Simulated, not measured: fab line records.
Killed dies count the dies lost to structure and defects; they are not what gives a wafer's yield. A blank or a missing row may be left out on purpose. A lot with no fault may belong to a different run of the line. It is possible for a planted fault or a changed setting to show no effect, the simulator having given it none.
A lot that was struck, set against a sound lot + flow nand-harc + 15 out of 1159 route steps
Sound: these wafers, L539.3, L539.5, L539.6. Wafers struck: L555.1, L555.3, L555.4. The cause comes at the end.
Per side, at each step with rows, come the tool, then ch with its chambers, and then its first start. Under that, the readings that differ: sound wafers + struck wafers + difference of the means + sigmas: that difference in standard deviations of wafers without a fault.
alike: words and numbers the same on both sides, and readings whose means are apart by under 2 such deviations; not compared: readings that were withheld, readings missing a value for some wafer, numbers with overlapping values and no deviation given by the record, and bounds like >300 which may hide the same value.
Wherever a step has rows on one side only, a row that says differs or no value, or a row with sigmas, the two part there. When numbers do not overlap yet have no deviation, they are printed without sigmas and do not part them. A reading missing from all wafers of one side parts the sides only when that side holds two or more wafers.

first, 7 steps without rows for these wafers: NHARC_P_ZERO_WELL_COAT_64 (time 65 s); NHARC_P_ZERO_WELL_COAT_05 (resist thk 600 nm); NHARC_P_ZERO_WELL_SOFTBAKE_06 (time 70 s); NHARC_P_ZERO_WELL_EBR_07; NHARC_P_ZERO_WELL_EXPOSE_08 (exposes mask P ZERO, target cd 500 nm); NHARC_P_ZERO_WELL_PEB_09 (peb time 80 s); NHARC_P_ZERO_WELL_DEVELOP_10 (time 50 s).
NHARC_P_ZERO_WELL_CD_MEAS_11: target cd 500 nm.
  sound on cd-sem-01 ch 0, day 3 01:15; struck on cd-sem-01 ch 0, day 7 01:07
  alike: cd-nm
then, 1 step without rows for these wafers: NHARC_P_ZERO_WELL_HARDBAKE_12 (time 65 s).
NHARC_P_ZERO_WELL_DESCUM_13: chemistry O2, time 3 s.
  sound on rie-diel-10 ch 0,2,3, day 3 01:26; struck on rie-diel-10 ch 0,1,2, day 7 01:17
  alike: chamber-pressure-mTorr, drypump-motor-current-A, oes-product-au, rf-vpp-V, showerhead-plenum-p-Torr, throttle-valve-pct
  not compared: rf-hours-counter-h
NHARC_P_ZERO_WELL_ETCH_65: etches the open film in N2/H2, target depth 80 nm, overetch 24 nm, time 87.88 s.
  sound on rie-diel-10 ch 0,1,2, day 3 01:31; struck on rie-diel-10 ch 0,1,3, day 7 01:22
  alike: bias-w, chamber-pressure-mTorr, drypump-motor-current-A, oes-product-au, rf-vpp-V, showerhead-plenum-p-Torr, throttle-valve-pct
  not compared: rf-hours-counter-h
NHARC_P_ZERO_WELL_ETCH_62: etches the open film in CHF3/Ar, target depth 13 nm, time 6.5 s.
  sound: rie-diel-10 ch 0,1,2; struck: rie-diel-10 ch 0,2,3
  alike: bias-w, chamber-pressure-mTorr, drypump-motor-current-A, oes-product-au, rf-vpp-V, showerhead-plenum-p-Torr, throttle-valve-pct
  not compared: rf-hours-counter-h
NHARC_P_ZERO_WELL_ETCH_63: etches the open film in HBr/Cl2, target depth 120 nm, time 40.1 s.
  sound on rie-si-05 ch 0,1, day 3 01:41; struck on rie-si-05 ch 0,1,3, day 7 01:32
  no value came back on the struck wafers for any of 5 readings (bias-w (W), chamber-pressure-mTorr (mTorr) and others); on the sound wafers bias-w (W) reads 100.28 99.92 100.36
  not compared: rf-hours-counter-h
then, 1 step without rows for these wafers: NHARC_P_ZERO_WELL_STRIP_15 (strips in SPM, time 900 s).
-- record jumps: 20 days between struck wafers' starts before vs after; left off in module P_ZERO_WELL, resumes in module END, first step shown is number 1159 of the route --
NHARC_END_SORT_01:
  the record has rows for the struck wafers here (prober-02 ch 0, day 27 13:16) and none for the sound ones

== WHERE THEY PART ==
At NHARC_P_ZERO_WELL_ETCH_63 first; at NHARC_END_SORT_01 last (within this record only).

WHY: the cause the simulator had injected
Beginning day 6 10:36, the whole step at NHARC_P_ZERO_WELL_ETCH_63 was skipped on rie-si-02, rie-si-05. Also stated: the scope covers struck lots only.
